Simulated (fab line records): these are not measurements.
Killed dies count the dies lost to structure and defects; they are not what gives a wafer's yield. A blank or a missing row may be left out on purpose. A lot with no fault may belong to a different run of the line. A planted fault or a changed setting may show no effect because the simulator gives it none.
Matching of chambers	flow nand_harc	3 sister chambers for NHARC_P_M1_DEP_33 on pecvd-02
The step deposits SiCN, target thk 30 nm. 6 wafers are shown with their chamber, then 10 later ones without.

EACH WAFER AND ITS CHAMBER
wafer	chamber	heater_power_w (W)
L078.3	2	484
L083.4	0	549
L088.4	2	582
L088.6	0	572
L093.3	1	544
L093.5	1	536

WAFERS WHOSE CHAMBER IS MISSING
wafer	heater_power_w (W)
L093.6	593
L095.3	569
L095.5	589
L095.6	606
L096.1	558
L096.2	587
L096.4	576
L097.1	542
L097.2	576
L097.4	536

WHICH CHAMBER EACH ONE RAN IN
wafer	from the rows above	in truth
L093.6	can't be placed: 0 or 1 or 2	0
L095.3	can't be placed: 0 or 1 or 2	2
L095.5	can't be placed: 0 or 1 or 2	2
L095.6	can't be placed: 0 or 1 or 2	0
L096.1	can't be placed: 0 or 1 or 2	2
L096.2	can't be placed: 0 or 1 or 2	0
L096.4	can't be placed: 0 or 1 or 2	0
L097.1	can't be placed: 1 or 2 or 0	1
L097.2	can't be placed: 0 or 1 or 2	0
L097.4	can't be placed: 2 or 1 or 0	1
Correct placement for 0 of the 10. Unplaceable from these rows: 10, with the true chamber sitting among the candidates in 10. Number placed wrongly: 0.
How it was worked out, from the rows above alone: a wafer's distance from a chamber is the root of the sum, over the readings, of the square of ((its reading less the chamber's mean) divided by the reading's scatter). The wafer belongs to the nearest chamber; if the next one is less than 2 further off, it can't be placed. A chamber's mean is the mean of its shown wafers. The scatter: take each reading less its chamber's mean, square it, sum over the shown wafers, divide by the number of wafers less the number of chambers, and take the root.
